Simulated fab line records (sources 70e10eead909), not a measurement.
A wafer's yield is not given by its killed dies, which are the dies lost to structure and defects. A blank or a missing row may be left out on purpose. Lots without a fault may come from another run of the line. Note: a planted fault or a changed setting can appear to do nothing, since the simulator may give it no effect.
Chamber matching -- flow nand harc -- 4 sister chambers for NHARC_A_CONTACT_ETCH_90 on rie diel-12
The step etches the open film in CH3F/O2, target depth 40 nm, time 85.7 s. 4 wafers are shown with their chamber, then 12 later ones without.

== WAFERS PAIRED WITH THEIR CHAMBERS ==
wafer,chamber,showerhead plenum p Torr (Torr)
L088.4,0,2.27
L094.1,1,2.39
L094.3,2,2.61
L094.4,3,2.52

== WAFERS MISSING THEIR CHAMBER ==
wafer,showerhead plenum p Torr (Torr)
L092.1,2.27
L092.2,2.39
L092.4,2.52
L093.1,2.61
L093.3,2.52
L093.4,2.39
L091.1,2.60
L091.5,2.52
L091.6,2.60
L095.1,2.52
L095.2,2.60
L095.3,2.39

== EACH ONE'S CHAMBER ==
wafer,from the rows above,in truth
L092.1,0,0
L092.2,1,1
L092.4,3,3
L093.1,2,2
L093.3,3,3
L093.4,1,1
L091.1,2,2
L091.5,3,3
L091.6,2,2
L095.1,3,3
L095.2,2,2
L095.3,1,1
Correct placement for 12 of the 12. Can't be placed from these rows: 0. Wrongly placed: 0.
How it was worked out, from the rows above alone: a wafer's distance from a chamber is the root of the sum, over the readings, of the square of ((its reading less the chamber's mean) divided by the reading's scatter). If the next closest chamber is less than 2 further off than the closest, the wafer can't be placed; otherwise it belongs to the closest. A chamber's mean is the mean of its shown wafers. The scatter: with one shown wafer a chamber, the root of the mean of the squares of how far each hidden wafer lies from its nearest shown one.
